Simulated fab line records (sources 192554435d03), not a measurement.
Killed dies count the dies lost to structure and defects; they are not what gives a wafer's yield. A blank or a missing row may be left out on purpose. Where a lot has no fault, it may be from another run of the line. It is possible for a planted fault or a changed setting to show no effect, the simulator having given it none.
fab line records    flow n5-finfet
[record] lots = 4  wafers = 10  last-day = 19
route steps=1938 shown PMOS_HMC_CHANNEL_EPI@83 FIN_SAQP@90 FIN_CUT@174 STI_FIN_REVEAL@197 BEOL_M4@1111
lots untouched by any fault: they come from a run of this same line in which no faults occurred
start-h: start of the lot's first displayed wafer, in hours after the record's first day    wait-h: hours since the lot's step before    " the same as in the row above    L1.1+2: a row that stands for several wafers    - either no value or no given start    * or withheld: withheld    < > ~ a bound
route shown NAME@n: a module of which the file shows steps, and the number in the route of the first    usual: average and standard deviation across the fault-free wafers    same: alike in all rows    chamber/n: place in a boat    sites: each site's reading    _std_site: standard deviation of those values    _edge_site: outer sites' mean less inner sites'    radius-mm: how far each site lies from the wafer's centre    mask NAME#n: copy n    behind: the last tool/chamber to shape the wafer    hold: what put the lot on hold/how long, in hours/how the hold closed    device: whichever transistor did not switch (one of n, p or np)    end of line: tests run on the same wafers once the route is complete    where a step has no rows: the recipe by itself    killed: not the wafer's yield, but the dies lost to structure and defects at the first sort    map: dies across one wafer; x = killed, . = not, _ = none there
set.NAME: the setting as run; set.NAME@STEP: as run at that earlier step    model.NAME: the simulator's own value behind a step, which no gauge read
a table for each step, a row for each wafer; lots at some steps of the route
services: the hour from which a tool's chamber was out of use, counted from the record's first day as start-h (under 0 if before that day), plus the number of hours and why
[[steps]]
[step N5_PMOS_HMC_CHANNEL_EPI_PRECLEAN_40]
[recipe] chemistry = DHF  time-s = 30  temp-c = 25  dilution = withheld
[step N5_PMOS_HMC_CHANNEL_EPI_PRECLEAN_37]
[recipe] chemistry = O3/DIW  time-s = 45  temp-c = 22  o3-ppm = 10
[step N5_PMOS_HMC_CHANNEL_EPI_PRECLEAN_24]
[recipe] chemistry = DHF  time-s = 30  temp-c = 25  dilution = withheld
[step N5_PMOS_HMC_CHANNEL_EPI_SRD_25]
[recipe] dry = ipa-marangoni  do-ppb = 5  time-s = 30  temp-c = 23  rinse-liquid = diw
[step N5_PMOS_HMC_CHANNEL_EPI_EPI_26]
[recipe] material = Si  target-thk-a = 38  temp-c = 650  precursor = SiH4/H2  pressure-torr = 20  time-s = 22.7
[step N5_FIN_SAQP_PRECLEAN_42]
[recipe] chemistry = O3/DIW  time-s = 60  temp-c = 22  o3-ppm = 10
[step N5_FIN_SAQP_PRECLEAN_00]
[recipe] chemistry = SC1  time-s = 60  temp-c = 55  mix = 1:2:50
[step N5_FIN_SAQP_PRECLEAN_44]
[recipe] chemistry = SC2  time-s = 45  temp-c = 35  mix = 1:1:50
[step N5_FIN_SAQP_SRD_01]
[recipe] dry = ipa-marangoni  time-s = 30  temp-c = 23  rinse-liquid = diw
[step N5_FIN_SAQP_ALD_61]
[recipe] material = SiO2  target-thk-a = 40  temp-c = 300  ald-precursor-family = BDEAS  ald-co-reactant = O2-plasma  pulse-time-s = 1  purge-time-s = 2  co-reactant-purge-time-s = 2  ald-cycles = 43  pressure-torr = 2
[usual] ald-cycles = 43/0  heater-power-w = 465/44  precursor-pulse-height-rel = 1.001/0.024
lot.wafer  tool        chamber  start-h  wait-h  ald-cycles  heater-power-w  precursor-pulse-height-rel  since-wet-clean-h  model.SiO2_of_FIN_SAQP_ALD_61.thk-nm
L178.1     ald-sin-02  0        56.17    0.0     43          402             0.984                       245                4.018
L178.3     "           1        "        "       43          472             0.966                       245                4.019
L178.6     "           1        "        "       43          457             0.997                       -                  4.025
L185.2     ald-sin-02  3        99.42    0.7     49          530             0.960                       289                4.564
L185.3     "           1        "        "       49          457             1.016                       289                4.545
L188.3     ald-sin-02  3        117.13   0.0     49          520             1.048                       306                4.528
L188.5     "           0        "        "       43          405             0.989                       -                  3.997
L191.1     ald-sin-01  1        136.23   0.1     43          536             1.014                       37                 3.99
L191.3     "           2        "        "       43          493             0.984                       37                 3.976
L191.5     "           2        "        "       43          474             0.989                       -                  3.988
[step N5_FIN_SAQP_DENSIFY_62]
[recipe] temp-c = 700  time-s = 60  ambient = N2  idle-temp-c = 600  ramp-up-c-per-s = 150  ramp-down-c-per-s = 60  cool-to-c = 600
[step N5_FIN_SAQP_HM_DEP_03]
[recipe] material = SiNx  target-thk-a = 380  temp-c = 400  precursor = SiH4/NH3/N2  pressure-torr = 1.5  rf-w = 300  time-s = 33.6
[step N5_FIN_SAQP_PECVD_47]
[recipe] material = a-Si  target-thk-a = 450  temp-c = 400  precursor = SiH4/He  pressure-torr = 3  rf-w = 100  time-s = 36.3
[step N5_FIN_SAQP_PECVD_48]
[recipe] material = SiNx  target-thk-a = 250  temp-c = 400  precursor = SiH4/NH3/N2  pressure-torr = 1.5  rf-w = 300  time-s = 22.1
[step N5_FIN_SAQP_PECVD_06]
[recipe] material = a-Si  target-thk-a = 600  temp-c = 400  precursor = SiH4/He  pressure-torr = 3  rf-w = 100  time-s = 48.1
[step N5_FIN_SAQP_HM_DEP_72]
[recipe] material = SiO2  target-thk-a = 120  temp-c = 400  precursor = SiH4/N2O  pressure-torr = 0.75  rf-w = 275  time-s = 7.2
[step N5_FIN_SAQP_COAT_49]
[recipe] resist = SOC  temp-c = 250  time-s = 60  spin-rpm = 1500  resist-thk-nm = 100
[step N5_FIN_SAQP_COAT_50]
[recipe] resist = SiARC  temp-c = 220  time-s = 60  spin-rpm = 1500  resist-thk-nm = 35
[step N5_FIN_SAQP_COAT_10]
[recipe] resist = CAR-ArF  spin-rpm = 1500  resist-thk-nm = 90
[step N5_FIN_SAQP_EBR_12]
[recipe] solvent = PGMEA  ebr-width-mm = 1.5
[step N5_FIN_SAQP_SOFTBAKE_11]
[recipe] temp-c = 110  time-s = 60  resist = CAR-ArF
[step N5_FIN_SAQP_EXPOSE_13]
[recipe] mask-id = FIN_CORE  na = 1.35  source-shape = dipole  sigma-inner = 0.538  sigma-outer = 0.738  polarization = te  target-cd-nm = 35.6  dose-mj = 63.25
[step N5_FIN_SAQP_PEB_14]
[recipe] peb-temp-c = withheld  peb-time-s = 60  resist = CAR-ArF
[step N5_FIN_SAQP_DEVELOP_15]
[recipe] develop-time-s = 30  developer = TMAH  resist = CAR-ArF  dev-temp-c = 23  rinse-liquid = diw  dry = air-spin
[step N5_FIN_SAQP_DESCUM_21]
[recipe] chemistry = O2  time-s = 7.9  source-power-w = 50  bias-power-w = 20  pressure-mtorr = 20  rf-frequency-hz = 2.712e+07  temp-c = 40  resist = CAR-ArF  o2-flow-sccm = 225
[step N5_FIN_SAQP_ETCH_51]
[recipe] chemistry = CF4  target = SiARC  target-depth-a = 455  mask-material = CAR-ArF  time-s = 75.8  ion-energy-ev = 80  pressure-mtorr = 40  source-w = 545  bias-w = 36  Ar_flow_sccm = 100  cf4-flow-sccm = 100  ends = cleared
[step N5_FIN_SAQP_ETCH_52]
[recipe] chemistry = N2/H2  target = SOC  target-depth-a = 1000  overetch-a = 200  mask-material = SiARC  temp-c = 40  time-s = 150  ion-energy-ev = 200  pressure-mtorr = 30  source-w = 840  bias-w = 150  n2-flow-sccm = 200  h2-flow-sccm = 200  ends = end-point
[step N5_FIN_SAQP_STRIP_53]
[recipe] chemistry = N2/H2  temp-c = 40  n2-flow-sccm = 200  h2-flow-sccm = 200  rf-frequency-hz = 6e+07
[step N5_FIN_SAQP_HM_OPEN_73]
[recipe] chemistry = CHF3/O2  target = SiO2  stop-on = a-Si  target-depth-a = 120  over-etch-frac = 1.8  mask-material = SOC  time-s = 16.8  pressure-mtorr = 30  source-w = 650  bias-w = 170  Ar_flow_sccm = 200  CHF3_flow_sccm = 50  O2_flow_sccm = 5  ion-energy-ev = 200  ends = end-point
[step N5_FIN_SAQP_STRIP_74]
[recipe] chemistry = CHF3/O2  resist = SiARC  rf-frequency-hz = 6e+07
[step N5_FIN_SAQP_MANDREL_ETCH_22]
[recipe] target-depth-a = 600  chemistry = HBr/Cl2  target = a-Si  stop-on = SiNx  bt-time-s = 10  over-etch-frac = 0.5  time-s = 30  pressure-mtorr = 10  icp-w = 800  bias-w = 75  HBr_flow_sccm = 150  Cl2_flow_sccm = 80  ends = end-point
[step N5_FIN_SAQP_STRIP_55]
[recipe] chemistry = N2/H2  power-w = 500  temp-c = 40  pressure-mtorr = 50  rf-frequency-hz = 6e+07  overash-fraction = 0.3  bias-power-w = 28  h2-frac = 0.5  n2-flow-sccm = 300  h2-flow-sccm = 300
[step N5_FIN_SAQP_STRIP_23]
[recipe] chemistry = SPM  time-s = 750  temp-c = 130  h2so4-h2o2-vol-ratio = 4
[step N5_FIN_SAQP_SRD_66]
[recipe] dry = ipa-marangoni  time-s = 30  temp-c = 23  rinse-liquid = diw
[step N5_FIN_CUT_CUT_ETCH_27]
[recipe] chemistry = CHF3/O2  target = SiO2  target-depth-a = 40  mask-material = SOC  overetch-a = 20  time-s = 4.9  pressure-mtorr = 30  source-w = 650  bias-w = 170  Ar_flow_sccm = 200  CHF3_flow_sccm = 50  O2_flow_sccm = 5  ion-energy-ev = 200
[usual] drypump-motor-current-A = 5.5/0.35  oes-product-au = 0.59/0.045  rf-vpp-V = 525/11  showerhead-plenum-p-Torr = 2.39/0.077  throttle-valve-pct = 18.88/0.17
lot.wafer  tool         chamber  start-h  wait-h  drypump-motor-current-A  oes-product-au  rf-hours-counter-h  rf-vpp-V  showerhead-plenum-p-Torr  throttle-valve-pct  model.etch.depth-nm
L178.1     rie-diel-06  3        62.63    0.0     5.3                      0.61            129                 528       2.32                      19.11               4.018
L178.3     "            1        "        "       5.7                      0.60            160                 525       2.33                      18.77               4.019
L178.6     "            3        "        "       5.3                      0.61            -                   529       2.32                      19.09               4.025
L185.2     rie-diel-06  2        106.72   0.0     5.2                      0.62            191                 536       2.49                      18.87               4.564
L185.3     "            1        "        "       5.7                      0.63            176                 526       2.32                      18.81               4.545
L188.3     rie-diel-02  2        124.34   0.0     5.5                      0.62            211                 544       2.39                      18.77               4.528
L188.5     "            0        "        "       5.4                      0.57            -                   531       2.47                      19.01               3.997
L191.1     rie-diel-04  0        144.64   0.0     5.8                      0.78            2                   507       2.38                      18.52               3.99
L191.3     "            2        "        "       5.2                      0.60            150                 532       2.52                      18.91               3.976
L191.5     "            1        "        "       6.3                      0.56            -                   511       2.31                      19.04               3.988
[step N5_STI_FIN_REVEAL_STRIP_16]
[recipe] chemistry = H3PO4  material = SiNx  temp-c = 165  target-depth-a = 238  overetch-fraction = 0.4964  dry = ipa-marangoni
lot.wafer   tool          chamber  start-h  wait-h  model.SiO2_of_FIN_SAQP_ALD_61.thk-nm
L178.1+3+6  wet-bench-03  5,4,2    70.84    1.1     3.8
L185.2      wet-bench-03  6        115.36   1.1     4.4
L185.3      "             5        "        "       4.2
L188.3      wet-bench-05  7        133.20   0.6     4.2
L188.5      "             6        "        "       3.8
L191.1+3+5  wet-bench-05  6,5,7    152.83   1.1     3.8
[step N5_BEOL_M4_RC_MEAS_101]
[usual] DIBL_N = 36.0/1.7  DIBL_P = 36.2/1.9  IOFF_N = 0.154/0.028  IOFF_P = 0.21/0.036  ION_N = 675/11  ION_P = 463/8.3  SS_N = 71.4/0.63  SS_P = 73.2/0.55  VT_N = 250.2/3  VT_P = -251/3.7
lot.wafer  tool       chamber  start-h  wait-h  DIBL_N[mV/V]  DIBL_P[mV/V]  IOFF_N[nA/um]  IOFF_P[nA/um]  ION_N[uA/um]  ION_P[uA/um]  SS_N[mV/dec]  SS_P[mV/dec]  VT_N[mV]  VT_P[mV]
L178.1     prober-02  0        264.69   0.0     35.4          36.1          0.153          0.20           687           470           71.2          72.3          248.5     -250
L178.3     "          0        "        "       34.7          35.4          0.131          0.18           674           461           71.7          72.9          253.1     -253
L178.6     "          0        "        "       34.9          34.5          0.126          0.17           667           452           71.0          72.5          253.9     -257
L185.2     prober-02  0        296.88   0.2     36.1          36.3          0.161          0.22           667           461           71.7          73.4          250.3     -248
L185.3     "          0        "        "       36.1          36.7          0.151          0.22           664           461           71.7          73.2          251.0     -250
L188.3     prober-01  0        316.16   0.3     33.4          31.6          0.113          0.13           654           447           70.8          72.5          255.1     -259
L188.5     "          0        "        "       34.1          33.8          0.128          0.16           668           450           71.2          73.2          254.9     -257
L191.1     prober-01  0        339.84   0.0     37.6          37.2          0.167          0.23           667           467           71.5          73.9          250.3     -249
L191.3     "          0        "        "       35.0          34.2          0.129          0.19           669           456           70.8          72.8          252.8     -248
L191.5     "          0        "        "       35.9          36.0          0.144          0.21           660           460           71.6          73.5          253.2     -248
[[services]]
tool         chamber  start-h  hours  kind
rie-diel-02  3        35.64    4.0    repair
ald-sin-02   0        47.97    1.5    repair
rie-diel-02  -        70.01    0.2    repair
rie-diel-06  0        79.63    -      clean
rie-diel-06  0        79.63    -      consumable-replace:focus-ring
rie-diel-06  0        79.63    16.9   scheduled-down
rie-diel-06  0        79.63    16.9   vent-cycle
ald-sin-01   -        85.46    14.0   pm
ald-sin-01   0        85.46    14.0   vent-cycle
ald-sin-01   1        85.46    14.0   vent-cycle
ald-sin-01   2        85.46    14.0   vent-cycle
ald-sin-01   3        85.46    14.0   vent-cycle
rie-diel-04  0        87.25    -      clean
rie-diel-04  0        87.25    -      consumable-replace:focus-ring
rie-diel-04  0        87.25    21.7   scheduled-down
rie-diel-04  0        87.25    21.7   vent-cycle
ald-sin-01   0        99.46    -      clean
ald-sin-01   1        99.46    -      clean
ald-sin-01   2        99.46    -      clean
ald-sin-01   3        99.46    -      clean
rie-diel-06  0        104.78   5.5    repair
ald-sin-01   -        110.18   2.8    pm
rie-diel-04  -        116.06   28.1   pm
ald-sin-01   1        127.63   3.0    repair
[[key]]
[first-sign] step = N5_FIN_SAQP_ALD_61  reading = ald-cycles  direction = up  sigmas = 99+  usual = *  struck = *
effect none on later readings
[model-effect] step = N5_FIN_SAQP_ALD_61  value = SiO2_of_FIN_SAQP_ALD_61.thk-nm  without = 3.988  struck = 4.546
[model-effect] step = N5_FIN_CUT_CUT_ETCH_27  value = etch.depth-nm  without = 3.988  struck = 4.546
[model-effect] step = N5_STI_FIN_REVEAL_STRIP_16  value = SiO2_of_FIN_SAQP_ALD_61.thk-nm  without = 3.8  struck = 4.267
met-at N5_FIN_SAQP_ALD_61
struck-wafers L185.2,L185.3,L188.3
onset-between 56.17 99.42
[fault] kind = process-parameter-drift  tool = ald-sin-02  chamber = -  onset-h = 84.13  steps = N5_FIN_SAQP_ALD_61  channel = ald-cycles  offset = *  shape = step  end-h = 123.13  scope = struck-wafers-only  acts-in = *  stated = *
